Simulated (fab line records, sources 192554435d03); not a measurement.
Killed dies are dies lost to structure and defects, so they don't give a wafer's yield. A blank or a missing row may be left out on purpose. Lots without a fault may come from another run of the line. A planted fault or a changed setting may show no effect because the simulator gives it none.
A struck lot beside a sound one | flow n5_finfet | 38 steps out of a route of 1938
Sound: wafers L464.1, L464.3, L464.6. Struck: wafers L477.1, L477.5. (L477.2 of the same lot was not struck and is left out.) The cause comes at the end.
At each step with rows: each side's tool, then ch and its chambers, then its first start. Under that, the readings that differ: sound wafers | struck wafers | difference of the means | sigmas: that difference in standard deviations of wafers without a fault.
alike: readings whose means differ by less than 2 such deviations, and words and numbers that are the same on both sides. not compared: withheld readings, readings that some wafer has no value for, bounds like >300 that may hide the same value, and numbers for which the record gives no deviation and whose values overlap.
The two part at a step that has a row with sigmas, a row that says differs or no value, or rows on one side only. Numbers that don't overlap but have no deviation are shown without sigmas and don't part them. A reading that every wafer of one side lacks parts them only if that side has two wafers or more.

first, 8 steps without rows for these wafers: N5_BEOL_M2_ECD_50 (material Cu, target thk 300 nm); N5_BEOL_M2_ANNEAL_51 (time 90 s); N5_BEOL_M2_CMP_52 (polishes, stops on SiOC, t overpolish 6.8 s, target thk 40 nm); N5_BEOL_M2_PRE_CLEAN_60 (time 15 s); N5_BEOL_M2_CO_CAP_55 (material Co, precursor CCTBA/H2, target thk 2 nm, time 102.1 s); N5_BEOL_M2_PRE_CLEAN_56 (time 15 s); N5_BEOL_M2_DEP_57 (deposits SiCN from 3MS/NH3, target thk 8 nm, time 14 s); N5_BEOL_M3_ILD_DEP_00 (deposits SiOC from DEMS/O2, target thk 79 nm, time 15.3 s).
N5_BEOL_M3_PECVD_72: deposits SiO2 from TEOS/O2, target thk 16 nm, time 18 s.
  sound on pecvd-03 ch 0,1,2, day 8 10:25; struck on pecvd-03 ch 1,2, day 11 10:26
  reading                                    | sound      | struck | difference | sigmas
  model.SiO2_of_BEOL_M3_PECVD_72.thk_nm (nm) | 15.6 16 16 | 11 11  | -5         |
  alike: heater_power_outer_w, heater_power_w, showerhead_plenum_p_Torr, throttle_valve_pct
then, 25 steps without rows for these wafers: N5_BEOL_M3_HM_DEP_02 (deposits TiN, target thk 20 nm); N5_BEOL_M3_COAT_61 (time 60 s, resist thk 60 nm); N5_BEOL_M3_COAT_62 (time 60 s, resist thk 12 nm); N5_BEOL_M3_COAT_73 (time 60 s, resist thk 5 nm); N5_BEOL_M3_COAT_05 (resist thk 30 nm); N5_BEOL_M3_EBR_07; N5_BEOL_M3_SOFTBAKE_06 (time 60 s); N5_BEOL_M3_EXPOSE_08 (exposes mask M3); N5_BEOL_M3_PEB_09 (peb time 60 s); N5_BEOL_M3_DEVELOP_10 (develop time 30 s); N5_BEOL_M3_DESCUM_16 (chemistry O2, time 7 s); N5_BEOL_M3_ETCH_74 (etches underlayer in N2/H2, target depth 6.5 nm, time 5.2 s); N5_BEOL_M3_ETCH_63 (etches SiARC in CF4, target depth 15.6 nm, time 26 s); N5_BEOL_M3_ETCH_64 (etches SOC in N2/H2, target depth 75 nm, overetch 15 nm, time 112.5 s); N5_BEOL_M3_STRIP_65 (strips in N2/H2); N5_BEOL_M3_STRIP_75 (strips in N2/H2); N5_BEOL_M3_STRIP_66 (strips in CF4); N5_BEOL_M3_HM_OPEN_17 (chemistry Cl2/BCl3, target TiN, target depth 20 nm, overetch 6 nm); N5_BEOL_M3_STRIP_19 (strips in O2); N5_BEOL_M3_COAT_67 (time 60 s, resist thk 60 nm); N5_BEOL_M3_COAT_68 (time 60 s, resist thk 12 nm); N5_BEOL_M3_COAT_76 (time 60 s, resist thk 5 nm); N5_BEOL_M3_COAT_22 (resist thk 30 nm); N5_BEOL_M3_EBR_24; N5_BEOL_M3_SOFTBAKE_23 (time 60 s).
N5_BEOL_M3_HM_STRIP_39: strips TiN in peroxide tin strip, target depth 25 nm, time 158 s.
  sound on wet_bench-06 ch 0,3,7, day 8 16:51; struck on wet_bench-04 ch 2,3, day 11 15:25
  reading                                    | sound          | struck  | difference | sigmas
  model.SiO2_of_BEOL_M3_PECVD_72.thk_nm (nm) | 15.6 15.8 15.8 | 10.8 11 | -4.8       |
  alike: bath_guard_temp_C
N5_BEOL_M3_CMP_52: polishes, stops on SiOC, t overpolish 6.8 s, target thk 40 nm.
  sound on cmp-04 ch 0,3, day 8 21:29; struck on cmp-04 ch 1,2, day 11 18:45
  reading                      | sound          | struck    | difference | sigmas
  barrier_field_endpoint_s (s) | 23.9 24.9 24.5 | 19.0 19.1 | -5.4       | -8
  motor_current_A (A)          | 6.6 6.2 7.0    | 5.5 5.1   | -1.3       | -2
N5_BEOL_M4_RC_MEAS_101:
  sound on prober-02 ch 0, day 9 06:54; struck on prober-01 ch 0, day 12 03:33
  alike: DIBL_N, DIBL_P, IOFF_N, IOFF_P, ION_N, ION_P, SS_N, SS_P, VT_N, VT_P
-- the record jumps here: 5 days lie between the struck wafers' starts before and after (it left off in module BEOL_M4 and takes up again in module PASSIVATION, whose first step shown is number 1936 of the route) --
N5_PASSIVATION_PROBE_49:
  the record has rows for the struck wafers here (prober-02, day 17 03:38) and none for the sound ones

WHERE THEY PART
First at N5_BEOL_M3_CMP_52; last, within this record, at N5_PASSIVATION_PROBE_49.

WHY: what the simulator had put in
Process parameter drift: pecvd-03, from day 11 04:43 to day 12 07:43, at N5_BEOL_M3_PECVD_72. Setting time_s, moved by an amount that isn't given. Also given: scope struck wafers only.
